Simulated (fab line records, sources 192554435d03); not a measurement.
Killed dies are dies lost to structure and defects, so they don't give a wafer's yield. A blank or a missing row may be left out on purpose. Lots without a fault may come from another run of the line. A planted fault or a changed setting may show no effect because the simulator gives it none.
Problem report in the 8D (eight disciplines) form, filled by code | flow n5_finfet | the parts of the form that need people (team, actions taken, sign-off) are left out

1. THE PROBLEM
raw_defect_count at N5_BEOL_M3_INSPECT_59 reads a mean of 618 on 6 wafers of 2 lots; wafers without a fault read 70 with a standard deviation of 23. That is +24 standard deviations from the usual mean.
The step: inspects for defects (darkfield).
First seen on wafer L948.2, day 13 09:52, on defect_inspect-01. The record holds 27 wafers of 9 lots with a number at this step. Rule for "out", or "out of limits": more than 4 standard deviations from the usual mean. The other wafers with a number count as sound.

2. WHAT IT IS AND WHAT IT IS NOT
question                    | is                     | is not
which readings at this step | raw_defect_count       | -
which lots                  | L948, L952             | L935, L936, L938, L939, L940, L944, L946
which wafers of those lots  | all that have a number | -
read on which gauges        | defect_inspect-01      | defect_inspect-02
when                        | from day 13 09:52      | up to then (18 sound wafers); but 3 sound wafers of L938 came after

3. SUSPECTS, AND WHAT RULES EACH OUT
Counting: a tool at a process step up to the reading stays a suspect if it ran every lot that is out and no sound lot after the first of them.
- the gauge at N5_BEOL_M3_INSPECT_59: kept. All the wafers that are out were read on defect_inspect-01, and no step on other tools shows them out.
- pvd_sputter-02 at N5_BEOL_M3_SPUTTER_79 (material Cu, target thk 4.5 nm, time 8.29 s): kept. It ran every lot that is out, first L948 (day 13 07:04), and no sound lot after that; its last sound lot up to then is L946 (day 13 02:14).
- pvd_sputter-02 at N5_BEOL_M3_ANNEAL_80 (time 240 s): kept. It ran every lot that is out, first L948 (day 13 07:09), and no sound lot after that; its last sound lot up to then is L946 (day 13 02:19).
- pvd_sputter-02 at N5_BEOL_M3_SPUTTER_81 (material Cu, target thk 4.5 nm, time 8.29 s): kept. It ran every lot that is out, first L948 (day 13 07:17), and no sound lot after that; its last sound lot up to then is L946 (day 13 02:27).
- cvd_co-01 at N5_BEOL_M3_CO_CAP_55 (material Co, precursor CCTBA/H2, target thk 2 nm, time 102.1 s): kept. It ran every lot that is out, first L948 (day 13 09:39), and no sound lot after that; its last sound lot up to then is L946 (day 13 04:38).
Left after counting: pvd_sputter-02 at N5_BEOL_M3_SPUTTER_79, pvd_sputter-02 at N5_BEOL_M3_ANNEAL_80, pvd_sputter-02 at N5_BEOL_M3_SPUTTER_81, cvd_co-01 at N5_BEOL_M3_CO_CAP_55, defect_inspect-01 at N5_BEOL_M3_INSPECT_59.

4. THE CAUSE (what the simulator had put in)
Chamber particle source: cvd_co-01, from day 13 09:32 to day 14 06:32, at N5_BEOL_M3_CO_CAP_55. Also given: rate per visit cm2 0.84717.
Counting left 5 suspects, and this tool is among them.

5. THE CHAIN OF EFFECTS, in route order
Each row: a reading whose mean over the struck wafers that have a number lies more than 3 standard deviations from the usual. Only readings for which the record gives a usual standard deviation are gone through. hours: the time from each lot's start at the first step in this table that gives one to its start at this step, as a median over the lots. sigmas: the change in usual standard deviations.
hours | step                    | reading              | usual  | on struck wafers | change | sigmas
0     | N5_BEOL_M3_INSPECT_59   | raw_defect_count     | 70     | 618              | +548   | +24
2     | N5_BEOL_M4_INSPECT_13   | raw_defect_count     | 424    | 981              | +557   | +5.1
3     | N5_BEOL_M4_INSPECT_30   | raw_defect_count     | 420    | 1005             | +585   | +5.3
122   | N5_PASSIVATION_PROBE_49 | defect_limited_yield | 90.8 % | 83.6             | -7.2   | -4.2
122   | N5_PASSIVATION_PROBE_49 | killed_at_M0_to_M3   | 37     | 120              | +83    | +6.9
122   | N5_PASSIVATION_PROBE_49 | killed_dies          | 109    | 193              | +84    | +4.2
122   | N5_PASSIVATION_PROBE_49 | sort_bin_5_function  | 5.4 %  | 10.1             | +4.7   | +4.2
122   | N5_PASSIVATION_PROBE_49 | sort_n_pass          | 1071   | 987              | -84    | -4.2
122   | N5_PASSIVATION_PROBE_49 | sort_yield_pct       | 90.8 % | 83.6             | -7.2   | -4.2
The process steps in it:
- N5_PASSIVATION_PROBE_49
Later measuring or inspecting steps at which every struck wafer that the step has a row for has a number for every such reading, and none has moved that far: N5_BEOL_M4_RC_MEAS_101.

6. WHAT WOULD HAVE CAUGHT IT SOONER
In this record the first reading out of limits at a measuring or inspecting step was taken at day 13 09:52, 0 hours after the fault began at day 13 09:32.
Of the tool readings at N5_BEOL_M3_CO_CAP_55 for which the record gives a usual standard deviation, none was out on any struck wafer, so an alarm limit of 4 standard deviations on them would not have fired.
Of the lots that are out (2), L952 began N5_BEOL_M3_CO_CAP_55 on cvd_co-01 after day 13 09:52. A hold on the tool at that time would have spared it.
